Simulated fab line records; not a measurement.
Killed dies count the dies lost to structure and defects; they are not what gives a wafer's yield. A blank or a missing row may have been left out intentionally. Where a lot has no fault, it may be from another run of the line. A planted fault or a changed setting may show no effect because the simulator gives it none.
2 desks, one fault    flow n5Finfet    what lay behind the numbers comes last; until then each desk has only its own

AT THE TOOL OWNER'S DESK: rieDiel-03
The tool's own readings at N5_DUMMY_GATE_ETCH_42 (etches SiO2 in CHF3/O2, target depth 3.5 nm, time 31 s): means of the sampled wafers that have a number, for each lot that ran on this tool. Marked OUT: a lot whose mean sits more than 4 standard deviations from the usual mean, which makes it out of limits; the brackets give that distance.
Columns: A = drypumpMotorCurrentA at N5_DUMMY_GATE_ETCH_42, usual 5.8 A; B = oesProductAu at N5_DUMMY_GATE_ETCH_42, usual 0.75 a.u.; C = rfVppV at N5_DUMMY_GATE_ETCH_42, usual 42.3 V; D = showerheadPlenumPTorr at N5_DUMMY_GATE_ETCH_42, usual 2.37 Torr; E = throttleValvePct at N5_DUMMY_GATE_ETCH_42, usual 18.76 %
lot   first seen here  A    B     C     D     E
L406  day 3 12:16      5.7  0.77  43.1  2.38  18.83
L411  day 4 18:26      6.2  0.88  42.1  2.33  18.77
L414  day 5 14:40      5.7  0.84  42.5  2.38  18.84
This desk's finding: nothing out of limits on any of the 3 lots.

FROM THE METROLOGY DESK
What the gauges read, lot by lot, whatever tool the lot ran on: means of the sampled wafers that have a number. Marked OUT: a lot whose mean sits more than 4 standard deviations from the usual mean, which makes it out of limits; the brackets give that distance. Of its 12 readings 7 are shown: those that lie furthest out on some lot.
Columns: A = cdNm at N5_DUMMY_GATE_CD_MEAS_24, usual 15.1 nm; B = DIBL_N at N5_BEOL_M4_RC_MEAS_101, usual 35.7 mV/V; C = IOFF_N at N5_BEOL_M4_RC_MEAS_101, usual 0.152 nA/um; D = IOFF_P at N5_BEOL_M4_RC_MEAS_101, usual 0.20 nA/um; E = ION_N at N5_BEOL_M4_RC_MEAS_101, usual 672 uA/um; F = ION_P at N5_BEOL_M4_RC_MEAS_101, usual 461 uA/um; G = VT_P at N5_BEOL_M4_RC_MEAS_101, usual -251 mV
lot   first seen here  A     B     C      D     E    F    G
L406  day 3 11:44      14.7  37.2  0.189  0.26  677  468  -247
L408  day 4 01:44      14.9  36.2  0.178  0.19  683  461  -254
L411  day 4 17:46      15.2  35.3  0.147  0.19  676  462  -251
L414  day 5 14:08      15.2  35.5  0.142  0.23  671  469  -248
L422  day 7 11:11      14.8  36.4  0.156  0.23  677  470  -247
L424  day 7 23:07      15.3  35.3  0.140  0.17  665  452  -256
This desk's finding: nothing out of limits on any of the 6 lots.

ALL TOGETHER
The desk of the tool owner found nothing out of limits.
The metrology desk saw nothing out of limits.

WHAT WAS PUT IN BY THE SIMULATOR
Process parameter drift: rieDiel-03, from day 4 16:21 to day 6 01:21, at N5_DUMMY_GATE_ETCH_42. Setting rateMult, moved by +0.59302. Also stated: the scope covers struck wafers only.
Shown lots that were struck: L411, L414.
